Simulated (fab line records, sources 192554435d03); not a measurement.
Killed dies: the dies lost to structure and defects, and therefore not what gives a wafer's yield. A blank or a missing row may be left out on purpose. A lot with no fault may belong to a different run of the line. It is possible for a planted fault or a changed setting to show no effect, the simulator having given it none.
The tool behind it: which one? :: flow n5_finfet :: 30 wafers from 10 lots sampled at 3 of the route's 1938 steps

## WHAT THE GAUGES READ, wafer by wafer
N5_MOL_CONTACT_COAG_CD_MEAS_08: the cd target is 28 nm.
lot: L501
measured: day 4 15:01
on: cd_sem-03
cd_nm (nm): 27.79 27.78 28.06

lot: L502
measured: day 4 23:46
on: cd_sem-03
cd_nm (nm): 28.52 28.12 28.26

lot: L503
measured: day 5 04:47
on: cd_sem-03
cd_nm (nm): 27.64 28.14 27.77

lot: L505
measured: day 5 15:45
on: cd_sem-02
cd_nm (nm): 27.92 28.14 28.17

lot: L506
measured: day 5 22:09
on: cd_sem-03
cd_nm (nm): 28.17 28.19 27.89

lot: L517
measured: day 8 17:13
on: cd_sem-03
cd_nm (nm): 29.60 29.43 29.67

lot: L518
measured: day 8 22:52
on: cd_sem-03
cd_nm (nm): 29.56 29.64 29.73

lot: L519
measured: day 9 04:05
on: cd_sem-01
cd_nm (nm): 27.63 28.12 28.05

lot: L520
measured: day 9 12:48
on: cd_sem-01
cd_nm (nm): 27.64 28.07 27.84

lot: L524
measured: day 10 13:04
on: cd_sem-01
cd_nm (nm): 27.86 27.84 28.05

## TOOL THAT RAN EACH LOT (tool first, then ch and the chambers of the sampled wafers, then the start)
lot: L501
N5_GATE_CUT_CUT_ETCH_55: rie_metal-01 ch 0,1, day 4 11:53
N5_GATE_CUT_ALD_22: ald_sin-03 ch 0,1, day 4 12:11

lot: L502
N5_GATE_CUT_CUT_ETCH_55: rie_metal-01 ch 0,1, day 4 20:29
N5_GATE_CUT_ALD_22: ald_sin-01 ch 1,2, day 4 20:49

lot: L503
N5_GATE_CUT_CUT_ETCH_55: rie_metal-02 ch 0,1, day 5 01:31
N5_GATE_CUT_ALD_22: ald_sin-01 ch 0,1, day 5 01:50

lot: L505
N5_GATE_CUT_CUT_ETCH_55: rie_metal-01 ch 0,1, day 5 11:24
N5_GATE_CUT_ALD_22: ald_sin-01 ch 1,2,3, day 5 12:47

lot: L506
N5_GATE_CUT_CUT_ETCH_55: rie_metal-01 ch 0, day 5 19:01
N5_GATE_CUT_ALD_22: ald_sin-01 ch 1,3, day 5 19:20

lot: L517
N5_GATE_CUT_CUT_ETCH_55: rie_metal-02 ch 0,1, day 8 13:56
N5_GATE_CUT_ALD_22: ald_sin-03 ch 2,3, day 8 14:24

lot: L518
N5_GATE_CUT_CUT_ETCH_55: rie_metal-02 ch 0,1, day 8 17:17
N5_GATE_CUT_ALD_22: ald_sin-04 ch 0,2, day 8 19:55

lot: L519
N5_GATE_CUT_CUT_ETCH_55: rie_metal-01 ch 0,1, day 9 00:56
N5_GATE_CUT_ALD_22: ald_sin-03 ch 0,1,3, day 9 01:16

lot: L520
N5_GATE_CUT_CUT_ETCH_55: rie_metal-02 ch 0,1, day 9 09:25
N5_GATE_CUT_ALD_22: ald_sin-04 ch 0,2,3, day 9 09:44

lot: L524
N5_GATE_CUT_CUT_ETCH_55: rie_metal-02 ch 0,1, day 10 09:47
N5_GATE_CUT_ALD_22: ald_sin-03 ch 0,1,3, day 10 10:07
- N5_GATE_CUT_CUT_ETCH_55: etches HfO2 in BCl3, target depth 3.2 nm.
- N5_GATE_CUT_ALD_22: deposits SiNx, target thk 16 nm, pulse time 1 s, ald cycles 320.

## THE ANSWER, worked out from the rows above alone
Rule: the usual values come from the lots themselves. Put in order of their means at a reading, lots are off if they are a third of the lots or fewer, leave a main group of 4 or more, and stand apart from it by a gap of 3 or more times the standard deviation of the main group's means; of several such gaps the widest counts. A main group whose means are all the same, to the digits that the tables above print for the reading, isn't used. A lot without any number at a reading at which 4 lots or more have one is off too. All remaining lots with rows at the step are treated as sound.
Off at N5_MOL_CONTACT_COAG_CD_MEAS_08 (cd_nm): L517, L518. The main group has a mean of 27.99 nm with a standard deviation of 0.15.
A tool fits if, at a process step before that reading, it ran every lot that is off, and no sound lot after the first of them. The gauges at N5_MOL_CONTACT_COAG_CD_MEAS_08 are tried like those tools. One fits: cd_sem-03 at N5_MOL_CONTACT_COAG_CD_MEAS_08. A fault onset in the window from L506 (day 5 22:09, its last sound lot) to L517 (day 8 17:13, its first lot off) fits.

## WHAT WAS PUT IN BY THE SIMULATOR
Metrology matching offset: cd_sem-03, from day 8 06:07 on, at N5_MOL_CONTACT_COAG_CD_MEAS_08. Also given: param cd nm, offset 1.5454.
Shown lots that were struck: L517, L518. The rule above reached the same finding.
